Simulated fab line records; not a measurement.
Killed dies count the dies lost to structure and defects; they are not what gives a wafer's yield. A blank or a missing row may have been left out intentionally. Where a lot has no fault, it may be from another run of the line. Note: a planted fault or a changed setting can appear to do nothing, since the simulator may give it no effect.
Matching of chambers || flow nand_harc || 3 sister chambers for NHARC_P_M0_DEP_32 on pecvd-01
The step deposits SiCN, target thk 30 nm. 3 wafers are shown with their chamber, then 12 later ones without.

## WAFERS PAIRED WITH THEIR CHAMBERS
{"wafer": "L080.1", "chamber": 0, "showerhead_vpp_V (V)": 1221}
{"wafer": "L083.6", "chamber": 1, "showerhead_vpp_V (V)": 1347}
{"wafer": "L084.6", "chamber": 2, "showerhead_vpp_V (V)": 1302}

## WAFERS WITHOUT THEIR CHAMBER
{"wafer": "L085.1", "showerhead_vpp_V (V)": 1219}
{"wafer": "L085.2", "showerhead_vpp_V (V)": 1323}
{"wafer": "L085.3", "showerhead_vpp_V (V)": 1348}
{"wafer": "L087.1", "showerhead_vpp_V (V)": 1337}
{"wafer": "L087.4", "showerhead_vpp_V (V)": 1333}
{"wafer": "L087.6", "showerhead_vpp_V (V)": 1218}
{"wafer": "L090.1", "showerhead_vpp_V (V)": 1340}
{"wafer": "L090.3", "showerhead_vpp_V (V)": 1234}
{"wafer": "L090.6", "showerhead_vpp_V (V)": 1333}
{"wafer": "L096.1", "showerhead_vpp_V (V)": 1214}
{"wafer": "L096.2", "showerhead_vpp_V (V)": 1335}
{"wafer": "L096.6", "showerhead_vpp_V (V)": 1332}

## EACH ONE'S CHAMBER
{"wafer": "L085.1", "from the rows above": 0, "in truth": 0}
{"wafer": "L085.2", "from the rows above": "can't be placed: 2 or 1", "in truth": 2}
{"wafer": "L085.3", "from the rows above": 1, "in truth": 1}
{"wafer": "L087.1", "from the rows above": 1, "in truth": 1}
{"wafer": "L087.4", "from the rows above": "can't be placed: 1 or 2", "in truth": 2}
{"wafer": "L087.6", "from the rows above": 0, "in truth": 0}
{"wafer": "L090.1", "from the rows above": 1, "in truth": 1}
{"wafer": "L090.3", "from the rows above": 0, "in truth": 0}
{"wafer": "L090.6", "from the rows above": "can't be placed: 1 or 2", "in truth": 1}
{"wafer": "L096.1", "from the rows above": 0, "in truth": 0}
{"wafer": "L096.2", "from the rows above": "can't be placed: 1 or 2", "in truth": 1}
{"wafer": "L096.6", "from the rows above": "can't be placed: 1 or 2", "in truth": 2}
7 of 12 placed correctly. Unplaceable from these rows: 5, with the true chamber sitting among the candidates in 5. 0 placed wrongly.
How it was worked out, from the rows above alone: a wafer's distance from a chamber is the root of the sum, over the readings, of the square of ((its reading less the chamber's mean) divided by the reading's scatter). If the next closest chamber is less than 2 further off than the closest, the wafer can't be placed; otherwise it belongs to the closest. The mean given for a chamber averages the wafers shown for that chamber. The scatter (one wafer shown for each chamber): square how far every hidden wafer sits from the nearest shown wafer, average those squares and take the square root.
